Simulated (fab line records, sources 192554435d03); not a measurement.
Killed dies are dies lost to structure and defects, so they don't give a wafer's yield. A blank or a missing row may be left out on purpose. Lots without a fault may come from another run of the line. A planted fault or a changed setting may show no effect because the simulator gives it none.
fab line records | flow n5_finfet
record lots=24 wafers=72 last_day=18
route steps=1938 shown BEOL_M8@1347
lots that met no fault: from a run of the same line without faults
start_h: hours from the record's first day to the start of the lot's first wafer shown | wait_h: hours since the lot's step before | " the same as in the row above | L1.1+2: a row that stands for several wafers | - no value, or no start given | * or withheld: withheld | < > ~ a bound
route shown NAME@n: a module of which the file shows steps, and the number in the route of the first | usual: mean/standard deviation of fault-free wafers | same: alike in all rows | chamber/n: place in a boat | sites: the reading at each site | _std_site: their standard deviation | _edge_site: outer sites' mean less inner sites' | radius_mm: how far each site lies from the wafer's centre | mask NAME#n: copy n | behind: the tool/chamber that last shaped the wafer | hold: why the lot was held/for how many hours/how that ended | device: the transistor (n, p or np) that didn't switch | end of line: the same wafers' tests at the end of the route | a step without rows: its recipe alone | killed: dies lost to structure and defects at the first sort, not the wafer's yield | map: a wafer's dies, x killed, . not, _ none there
set.NAME: the setting as run; set.NAME@STEP: as run at that earlier step | model.NAME: the simulator's own value behind a step, which no gauge read
steps of the route over a sample of lots; a table a step, a row a wafer
services: from which hour (start_h, from the record's first day; less than 0 if before it) a tool's chamber was out of use, for how many hours, and why
## steps
# step N5_BEOL_M8_INSPECT_13
# recipe mode=adi inspect_instrument=brightfield
# usual raw_defect_count=449/110
# columns lot.wafer tool chamber start_h wait_h raw_defect_count
L075.1 defect_inspect-01 - 224.89 0.0 534
L075.2 " - " " 432
L075.6 " - " " 353
L074.3 defect_inspect-02 - 229.21 0.0 421
L074.5 " - " " 268
L074.6 " - " " 373
L076.4 defect_inspect-02 - 238.50 0.0 456
L076.5 " - " " 353
L076.6 " - " " 574
L077.2 defect_inspect-01 - 243.80 0.0 331
L077.5 " - " " 499
L077.6 " - " " 299
L079.2 defect_inspect-02 - 248.50 0.0 672
L079.3 " - " " 548
L079.4 " - " " 568
L078.3 defect_inspect-02 - 249.06 0.0 570
L078.4 " - " " 484
L078.6 " - " " 589
L080.2 defect_inspect-02 - 251.42 0.0 643
L080.5 " - " " 410
L080.6 " - " " 628
L083.3 defect_inspect-02 - 256.59 0.0 470
L083.5 " - " " 403
L083.6 " - " " 536
L081.1 defect_inspect-01 - 276.39 0.0 539
L081.4 " - " " 474
L081.5 " - " " 510
L084.2 defect_inspect-01 - 285.05 0.0 334
L084.3 " - " " 281
L084.5 " - " " 370
L082.1 defect_inspect-02 - 285.22 0.0 490
L082.3 " - " " 494
L082.4 " - " " 478
L088.1 defect_inspect-02 - 289.91 0.0 555
L088.5 " - " " 288
L088.6 " - " " 377
L085.2 defect_inspect-01 - 295.32 0.0 587
L085.3 " - " " 522
L085.4 " - " " 423
L086.1 defect_inspect-02 - 304.55 0.0 327
L086.5 " - " " 254
L086.6 " - " " 555
L087.1 defect_inspect-01 - 308.37 0.0 496
L087.3 " - " " 316
L087.6 " - " " 379
L089.2 defect_inspect-01 - 317.48 0.0 480
L089.5 " - " " 455
L089.6 " - " " 450
L090.1 defect_inspect-01 - 321.24 0.0 423
L090.3 " - " " 454
L090.4 " - " " 430
L092.1 defect_inspect-01 - 321.98 0.0 338
L092.4 " - " " 578
L092.6 " - " " 323
L091.1 defect_inspect-01 - 325.47 0.0 614
L091.2 " - " " 389
L091.3 " - " " 303
L093.1 defect_inspect-02 - 331.73 0.0 488
L093.2 " - " " 498
L093.4 " - " " 479
L094.1 defect_inspect-02 - 336.23 0.0 351
L094.5 " - " " 401
L094.6 " - " " 348
L095.3 defect_inspect-02 - 345.22 0.0 406
L095.5 " - " " 320
L095.6 " - " " 364
L096.1 defect_inspect-02 - 362.66 0.0 317
L096.2 " - " " 332
L096.4 " - " " 311
L097.2 defect_inspect-02 - 367.11 0.0 518
L097.3 " - " " 758
L097.5 " - " " 415
# step N5_BEOL_M8_STRIP_19
# recipe chemistry=O2 power_w=400 temp_c=40 pressure_mtorr=30 rf_frequency_hz=6e+07 bias_power_w=0 overash_fraction=0.2 o2_flow_sccm=225
# usual drypump_motor_current_A=5.7/0.43 oes_product_au=0.80/0.086 rf_vpp_V=3.7/0.58 showerhead_plenum_p_Torr=2.09/0.075 temp_c=40.00/0.1 throttle_valve_pct=16.65/0.22
# columns lot.wafer tool chamber start_h wait_h drypump_motor_current_A oes_product_au rf_hours_counter_h rf_vpp_V showerhead_plenum_p_Torr temp_c throttle_valve_pct
L075.1 rie_diel-03 3 225.44 0.2 6.6 0.81 91 4.5 2.20 40.27 16.50
L075.2 " 0 " " 5.3 0.73 199 4.3 2.02 39.92 16.85
L075.6 " 3 " " 6.6 0.80 - 2.9 2.20 40.01 16.48
L074.3 rie_diel-01 3 229.96 0.1 5.5 0.72 210 3.3 2.08 39.85 16.78
L074.5 " 3 " " 5.5 0.72 - 3.9 2.08 39.91 16.79
L074.6 " 0 " " 5.5 0.74 - 4.0 2.15 40.14 16.65
L076.4 rie_diel-03 0 239.11 0.1 5.3 0.72 202 2.8 2.01 39.94 16.88
L076.5 " 3 " " 6.6 0.80 - 3.5 2.20 39.97 16.52
L076.6 " 2 " " 5.8 0.89 - 3.6 2.22 40.01 16.61
L077.2 rie_diel-03 2 244.68 0.1 5.7 0.88 34 2.7 2.22 39.97 16.60
L077.5 " 3 " " 6.6 0.79 - 4.2 2.20 39.84 16.52
L077.6 " 2 " " 5.7 0.88 - 2.1 2.22 39.85 16.60
L079.2 rie_diel-03 0 248.92 0.1 5.4 0.71 206 3.6 2.01 39.86 16.85
L079.3 " 3 " " 6.6 0.79 99 4.4 2.20 39.97 16.51
L079.4 " 2 " " 5.7 0.90 36 2.5 2.22 39.90 16.62
L078.3 rie_diel-01 0 249.49 0.1 5.5 0.72 200 4.0 2.15 39.91 16.67
L078.4 " 2 " " 5.8 0.66 228 4.1 2.07 40.11 16.86
L078.6 " 2 " " 5.8 0.67 - 2.9 2.07 40.17 16.90
L080.2 rie_diel-06 2 251.87 0.1 5.3 0.92 23 3.0 2.15 39.96 16.49
L080.5 " 0 " " 6.5 0.75 - 4.4 2.02 40.11 16.78
L080.6 " 1 " " 5.5 0.87 - 4.9 2.03 39.96 16.19
L083.3 rie_diel-06 1 257.01 0.1 5.5 0.87 40 3.8 2.03 40.00 16.17
L083.5 " 1 " " 5.5 0.88 - 3.3 2.03 40.03 16.20
L083.6 " 3 " " 5.6 0.85 - 4.0 2.03 40.08 16.75
L081.1 rie_diel-01 0 276.84 0.1 5.5 0.71 211 4.0 2.15 40.33 16.67
L081.4 " 2 " " 5.8 0.67 - 3.5 2.07 40.15 16.90
L081.5 " 0 " " 5.5 0.71 - 3.6 2.15 40.02 16.70
L082.1 rie_diel-01 2 285.66 0.1 5.8 0.66 244 3.9 2.07 39.98 16.90
L082.3 " 0 " " 5.5 0.72 215 3.3 2.15 40.14 16.70
L082.4 " 3 " " 5.5 0.71 - 2.9 2.08 39.93 16.81
L084.2 rie_diel-06 2 285.71 0.1 5.3 0.90 31 4.2 2.15 40.03 16.50
L084.3 " 3 " " 5.5 0.83 61 3.1 2.02 39.97 16.77
L084.5 " 0 " " 6.5 0.74 - 4.4 2.02 40.17 16.81
L088.1 rie_diel-06 1 290.61 0.2 5.5 0.85 52 3.2 2.02 40.03 16.20
L088.5 " 2 " " 5.4 0.88 - 3.6 2.15 39.96 16.50
L088.6 " 3 " " 5.5 0.82 - 3.9 2.02 40.05 16.78
L085.2 rie_diel-06 0 295.74 0.1 6.5 0.73 169 2.8 2.01 39.97 16.81
L085.3 " 3 " " 5.5 0.83 64 3.6 2.02 39.94 16.75
L085.4 " 1 " " 5.4 0.85 53 3.5 2.02 40.03 16.22
L086.1 rie_diel-01 1 304.97 0.1 5.3 0.98 4 4.4 2.26 40.01 16.91
L086.5 " 3 " " 5.4 0.69 - 4.0 2.07 39.90 16.82
L086.6 " 0 " " 5.5 0.69 - 4.2 2.14 39.95 16.72
L087.1 rie_diel-03 3 308.79 0.1 6.6 0.78 120 3.8 2.19 39.97 16.55
L087.3 " 2 " " 5.7 0.86 57 4.1 2.21 40.12 16.68
L087.6 " 2 " " 5.7 0.86 - 4.3 2.21 40.18 16.67
L089.2 rie_diel-03 3 317.92 0.1 6.6 0.76 124 4.2 2.19 40.01 16.57
L089.5 " 1 " " 5.7 0.91 - 3.0 2.13 40.02 16.63
L089.6 " 2 " " 5.7 0.84 - 2.8 2.21 39.94 16.66
L090.1 rie_diel-06 2 321.99 0.1 5.4 0.88 43 2.9 2.14 40.08 16.54
L090.3 " 3 " " 5.5 0.82 74 3.5 2.02 40.01 16.80
L090.4 " 1 " " 5.4 0.85 62 4.3 2.02 40.19 16.23
L092.1 rie_diel-06 2 322.43 0.1 5.3 0.89 43 4.0 2.14 40.07 16.54
L092.4 " 1 " " 5.5 0.85 62 3.6 2.02 39.88 16.24
L092.6 " 3 " " 5.5 0.82 - 2.4 2.02 40.04 16.80
L091.1 rie_diel-06 0 326.60 0.1 6.5 0.73 180 3.0 2.01 40.04 16.81
L091.2 " 2 " " 5.4 0.89 45 4.0 2.14 39.99 16.53
L091.3 " 3 " " 5.5 0.82 75 3.0 2.02 39.77 16.80
L093.1 rie_diel-06 0 332.54 0.1 6.5 0.74 182 3.8 2.01 40.14 16.82
L093.2 " 1 " " 5.4 0.84 66 4.0 2.02 39.95 16.24
L093.4 " 3 " " 5.5 0.82 77 3.3 2.02 40.01 16.81
L094.1 rie_diel-06 1 336.65 0.1 5.4 0.84 67 3.8 2.02 39.88 16.25
L094.5 " 2 " " 5.4 0.88 - 3.4 2.14 40.00 16.55
L094.6 " 1 " " 5.5 0.85 - 4.1 2.02 39.86 16.24
L095.3 rie_diel-06 3 345.64 0.1 5.5 0.81 82 2.7 2.02 39.98 16.82
L095.5 " 0 " " 6.5 0.71 - 3.4 2.01 39.84 16.83
L095.6 " 1 " " 5.5 0.82 - 3.6 2.02 39.94 16.25
L096.1 rie_diel-01 0 363.11 0.1 5.5 0.69 247 4.3 2.14 39.96 16.77
L096.2 " 3 " " 5.5 0.95 3 3.4 2.07 40.03 16.40
L096.4 " 3 " " 5.5 0.96 - 4.0 2.07 40.05 16.37
L097.2 rie_diel-03 1 368.22 0.1 5.6 0.89 49 3.4 2.13 39.91 16.65
L097.3 " 2 " " 5.7 0.83 81 4.4 2.20 39.97 16.72
L097.5 " 1 " " 5.7 0.88 - 4.1 2.13 40.05 16.65
# step N5_BEOL_M8_CD_MEAS_28
# recipe target_cd_nm=40 landing_energy_ev=500 detector=se_inlens
# usual cd_nm=40.05/0.23
# columns lot.wafer tool chamber start_h wait_h cd_nm
L075.1 cd_sem-02 0 228.32 - 40.31
L075.2 " 0 " " 40.23
L075.6 " 0 " " 39.95
L074.3 cd_sem-01 0 230.35 - 40.27
L074.5 " 0 " " 39.67
L074.6 " 0 " " 39.86
L076.4 cd_sem-01 0 239.53 - 40.45
L076.5 " 0 " " 40.48
L076.6 " 0 " " 39.98
L077.2 cd_sem-02 0 245.50 - 40.10
L077.5 " 0 " " 40.44
L077.6 " 0 " " 40.03
L079.2 cd_sem-02 0 249.93 - 40.04
L079.3 " 0 " " 40.04
L079.4 " 0 " " 40.06
L078.3 cd_sem-01 0 250.01 - 40.03
L078.4 " 0 " " 39.83
L078.6 " 0 " " 39.91
L080.2 cd_sem-03 0 253.45 - 40.23
L080.5 " 0 " " 40.36
L080.6 " 0 " " 40.26
L083.3 cd_sem-02 0 258.68 - 40.13
L083.5 " 0 " " 40.71
L083.6 " 0 " " 40.31
L081.1 cd_sem-03 0 277.25 - 39.95
L081.4 " 0 " " 40.00
L081.5 " 0 " " 39.65
L082.1 cd_sem-03 0 287.22 - 40.12
L082.3 " 0 " " 39.91
L082.4 " 0 " " 40.32
L084.2 cd_sem-02 0 287.26 - 40.03
L084.3 " 0 " " 40.48
L084.5 " 0 " " 40.25
L088.1 cd_sem-03 0 292.28 - 39.70
L088.5 " 0 " " 39.73
L088.6 " 0 " " 40.01
L085.2 cd_sem-01 0 296.76 - 39.71
L085.3 " 0 " " 39.95
L085.4 " 0 " " 39.81
L086.1 cd_sem-03 0 305.72 - 40.00
L086.5 " 0 " " 40.05
L086.6 " 0 " " 40.20
L087.1 cd_sem-03 0 309.54 - 39.99
L087.3 " 0 " " 39.71
L087.6 " 0 " " 39.78
L089.2 cd_sem-02 0 318.31 - 39.87
L089.5 " 0 " " 39.91
L089.6 " 0 " " 40.07
L092.1 cd_sem-02 0 324.42 - 40.18
L092.4 " 0 " " 39.79
L092.6 " 0 " " 39.84
L090.1 cd_sem-01 0 324.59 - 39.86
L090.3 " 0 " " 40.01
L090.4 " 0 " " 39.93
L091.1 cd_sem-02 0 327.11 - 40.01
L091.2 " 0 " " 39.78
L091.3 " 0 " " 40.00
L093.1 cd_sem-03 0 334.04 - 40.50
L093.2 " 0 " " 39.62
L093.4 " 0 " " 39.91
L094.1 cd_sem-03 0 337.03 - 39.63
L094.5 " 0 " " 40.05
L094.6 " 0 " " 40.16
L095.3 cd_sem-02 0 348.37 - 40.25
L095.5 " 0 " " 40.05
L095.6 " 0 " " 39.98
L096.1 cd_sem-03 0 365.86 - 40.18
L096.2 " 0 " " 40.22
L096.4 " 0 " " 39.70
L097.2 cd_sem-02 0 370.49 - 39.98
L097.3 " 0 " " 40.23
L097.5 " 0 " " 40.16
# step N5_BEOL_M8_OVL_MEAS_29
# recipe points_per_wafer=522
# usual V7_OVL=-0.4/0.7
# columns lot.wafer tool chamber start_h wait_h V7_OVL[nm]
L075.1 overlay-01 0 228.35 0.0 -0.3
L075.2 " 0 " " -0.3
L075.6 " 0 " " 0.1
L074.3 overlay-01 0 230.40 0.0 0.5
L074.5 " 0 " " 0.2
L074.6 " 0 " " -0.2
L076.4 overlay-02 0 239.57 0.0 -0.7
L076.5 " 0 " " -0.1
L076.6 " 0 " " 1.2
L077.2 overlay-01 0 245.54 0.0 0.3
L077.5 " 0 " " 0.5
L077.6 " 0 " " 0.1
L079.2 overlay-01 0 249.96 0.0 -0.6
L079.3 " 0 " " -0.5
L079.4 " 0 " " -0.6
L078.3 overlay-01 0 250.05 0.0 -0.6
L078.4 " 0 " " -0.5
L078.6 " 0 " " -1.1
L080.2 overlay-01 0 253.49 0.0 -1.8
L080.5 " 0 " " 0.0
L080.6 " 0 " " -0.7
L083.3 overlay-02 0 258.72 0.0 -0.8
L083.5 " 0 " " -1.3
L083.6 " 0 " " -0.6
L081.1 overlay-01 0 277.28 0.0 1.2
L081.4 " 0 " " -0.2
L081.5 " 0 " " 0.4
L082.1 overlay-01 0 287.25 0.0 -0.2
L082.3 " 0 " " 0.0
L082.4 " 0 " " -0.3
L084.2 overlay-02 0 287.30 0.0 -1.0
L084.3 " 0 " " 0.1
L084.5 " 0 " " -1.0
L088.1 overlay-01 0 292.31 0.0 -1.0
L088.5 " 0 " " -0.3
L088.6 " 0 " " -0.2
L085.2 overlay-01 0 296.79 0.0 0.3
L085.3 " 0 " " -0.2
L085.4 " 0 " " 0.4
L086.1 overlay-02 0 305.75 0.0 0.4
L086.5 " 0 " " -0.4
L086.6 " 0 " " 0.5
L087.1 overlay-02 0 309.57 0.0 -1.6
L087.3 " 0 " " -1.4
L087.6 " 0 " " -0.9
L089.2 overlay-01 0 318.34 0.0 -0.5
L089.5 " 0 " " -0.8
L089.6 " 0 " " -1.0
L092.1 overlay-01 0 324.45 0.0 0.2
L092.4 " 0 " " -1.0
L092.6 " 0 " " -2.1
L090.1 overlay-01 0 324.62 0.0 -1.1
L090.3 " 0 " " 0.7
L090.4 " 0 " " -0.9
L091.1 overlay-02 0 327.14 0.0 -0.8
L091.2 " 0 " " -0.1
L091.3 " 0 " " 0.9
L093.1 overlay-02 0 334.08 0.0 -0.5
L093.2 " 0 " " -0.1
L093.4 " 0 " " -0.3
L094.1 overlay-02 0 337.06 0.0 -0.7
L094.5 " 0 " " -0.9
L094.6 " 0 " " -1.4
L095.3 overlay-01 0 348.41 0.0 -1.2
L095.5 " 0 " " -2.2
L095.6 " 0 " " -0.9
L096.1 overlay-02 0 365.89 0.0 -0.6
L096.2 " 0 " " -1.0
L096.4 " 0 " " 0.2
L097.2 overlay-01 0 370.52 0.0 0.0
L097.3 " 0 " " 0.3
L097.5 " 0 " " 0.8
# step N5_BEOL_M8_INSPECT_30
# recipe mode=adi inspect_instrument=brightfield
# usual raw_defect_count=445/110
# columns lot.wafer tool chamber start_h wait_h raw_defect_count
L075.1 defect_inspect-02 - 228.40 0.1 602
L075.2 " - " " 478
L075.6 " - " " 380
L074.3 defect_inspect-02 - 230.45 0.0 398
L074.5 " - " " 284
L074.6 " - " " 365
L076.4 defect_inspect-02 - 239.62 0.0 435
L076.5 " - " " 388
L076.6 " - " " 543
L077.2 defect_inspect-02 - 245.59 0.0 372
L077.5 " - " " 524
L077.6 " - " " 298
L079.2 defect_inspect-01 - 250.02 0.0 616
L079.3 " - " " 458
L079.4 " - " " 492
L078.3 defect_inspect-01 - 250.10 0.0 516
L078.4 " - " " 457
L078.6 " - " " 520
L080.2 defect_inspect-01 - 253.54 0.0 556
L080.5 " - " " 389
L080.6 " - " " 514
L083.3 defect_inspect-02 - 258.77 0.0 478
L083.5 " - " " 381
L083.6 " - " " 528
L081.1 defect_inspect-02 - 277.34 0.1 607
L081.4 " - " " 525
L081.5 " - " " 545
L082.1 defect_inspect-01 - 287.31 0.1 410
L082.3 " - " " 484
L082.4 " - " " 432
L084.2 defect_inspect-01 - 287.35 0.0 331
L084.3 " - " " 278
L084.5 " - " " 354
L088.1 defect_inspect-01 - 292.37 0.1 504
L088.5 " - " " 240
L088.6 " - " " 343
L085.2 defect_inspect-02 - 296.84 0.0 657
L085.3 " - " " 592
L085.4 " - " " 479
L086.1 defect_inspect-02 - 305.81 0.1 323
L086.5 " - " " 254
L086.6 " - " " 559
L087.1 defect_inspect-01 - 309.63 0.1 508
L087.3 " - " " 339
L087.6 " - " " 389
L089.2 defect_inspect-02 - 318.40 0.0 525
L089.5 " - " " 478
L089.6 " - " " 511
L092.1 defect_inspect-01 - 324.51 0.1 330
L092.4 " - " " 577
L092.6 " - " " 313
L090.1 defect_inspect-01 - 324.68 0.1 410
L090.3 " - " " 462
L090.4 " - " " 444
L091.1 defect_inspect-02 - 327.20 0.1 626
L091.2 " - " " 458
L091.3 " - " " 350
L093.1 defect_inspect-01 - 334.13 0.1 458
L093.2 " - " " 443
L093.4 " - " " 443
L094.1 defect_inspect-02 - 337.12 0.1 372
L094.5 " - " " 388
L094.6 " - " " 348
L095.3 defect_inspect-02 - 348.46 0.0 420
L095.5 " - " " 314
L095.6 " - " " 354
L096.1 defect_inspect-02 - 365.95 0.1 307
L096.2 " - " " 344
L096.4 " - " " 320
L097.2 defect_inspect-01 - 370.58 0.0 464
L097.3 " - " " 668
L097.5 " - " " 387
# step N5_BEOL_M8_SURFACE_TREAT_79
# recipe gas=Ar time_s=* ion_energy_ev=* ion_current_ma_cm2=0.5 pressure_mtorr=* ar_flow_sccm=30
# usual throttle_valve_pct=*
# columns lot.wafer tool chamber start_h wait_h throttle_valve_pct
L075.1 pvd_sputter-01 - 230.49 0.2 *
L075.2 " - " " *
L075.6 " - " " *
L074.3 pvd_sputter-02 - 234.39 0.2 *
L074.5 " - " " *
L074.6 " - " " *
L076.4 pvd_sputter-02 - 242.57 0.2 *
L076.5 " - " " *
L076.6 " - " " *
L077.2 pvd_sputter-02 - 247.98 0.2 *
L077.5 " - " " *
L077.6 " - " " *
L079.2 pvd_sputter-01 - 251.85 0.2 *
L079.3 " - " " *
L079.4 " - " " *
L078.3 pvd_sputter-01 - 251.89 0.2 *
L078.4 " - " " *
L078.6 " - " " *
L080.2 pvd_sputter-01 - 255.49 0.3 *
L080.5 " - " " *
L080.6 " - " " *
L083.3 pvd_sputter-03 - 260.92 0.4 *
L083.5 " - " " *
L083.6 " - " " *
L081.1 pvd_sputter-02 - 278.98 0.2 *
L081.4 " - " " *
L081.5 " - " " *
L082.1 pvd_sputter-01 - 289.68 0.5 *
L082.3 " - " " *
L082.4 " - " " *
L084.2 pvd_sputter-01 - 289.72 0.4 *
L084.3 " - " " *
L084.5 " - " " *
L088.1 pvd_sputter-01 - 294.10 0.3 *
L088.5 " - " " *
L088.6 " - " " *
L085.2 pvd_sputter-02 - 299.03 0.2 *
L085.3 " - " " *
L085.4 " - " " *
L086.1 pvd_sputter-02 - 308.04 0.2 *
L086.5 " - " " *
L086.6 " - " " *
L087.1 pvd_sputter-02 - 312.32 0.3 *
L087.3 " - " " *
L087.6 " - " " *
L089.2 pvd_sputter-02 - 319.83 0.2 *
L089.5 " - " " *
L089.6 " - " " *
L092.1 pvd_sputter-01 - 326.51 0.7 *
L092.4 " - " " *
L092.6 " - " " *
L090.1 pvd_sputter-03 - 328.06 0.2 *
L090.3 " - " " *
L090.4 " - " " *
L091.1 pvd_sputter-03 - 330.34 1.7 *
L091.2 " - " " *
L091.3 " - " " *
L093.1 pvd_sputter-02 - 336.35 0.7 *
L093.2 " - " " *
L093.4 " - " " *
L094.1 pvd_sputter-03 - 340.25 1.4 *
L094.5 " - " " *
L094.6 " - " " *
L095.3 pvd_sputter-01 - 350.46 0.2 *
L095.5 " - " " *
L095.6 " - " " *
L096.1 pvd_sputter-01 - 368.54 0.4 *
L096.2 " - " " *
L096.4 " - " " *
L097.2 pvd_sputter-02 - 372.57 0.2 *
L097.3 " - " " *
L097.5 " - " " *
## services
# columns tool chamber start_h hours kind
rie_diel-03 - 205.84 0.2 repair
rie_diel-03 2 220.89 7.3 repair
rie_diel-06 2 254.76 7.2 repair
rie_diel-01 1 275.60 - clean
rie_diel-01 1 275.60 - consumable_replace:focus_ring
rie_diel-01 1 275.60 - consumable_replace:showerhead
rie_diel-01 1 275.60 19.0 scheduled_down
rie_diel-01 1 275.60 19.0 vent_cycle
rie_diel-01 2 299.41 - clean
rie_diel-01 2 299.41 - consumable_replace:focus_ring
rie_diel-01 2 299.41 30.5 scheduled_down
rie_diel-01 2 299.41 30.5 vent_cycle
pvd_sputter-01 - 312.40 8.6 repair
rie_diel-01 3 329.94 - clean
rie_diel-01 3 329.94 - consumable_replace:focus_ring
rie_diel-03 1 331.23 10.9 repair
rie_diel-01 0 343.61 9.4 repair
rie_diel-01 1 360.24 5.1 repair
rie_diel-06 - 364.60 2.4 repair
rie_diel-03 0 368.14 - clean
rie_diel-03 0 368.14 - consumable_replace:focus_ring
rie_diel-03 0 368.14 - consumable_replace:showerhead
rie_diel-03 0 368.14 16.1 scheduled_down
rie_diel-03 0 368.14 16.1 vent_cycle
## key
fault none
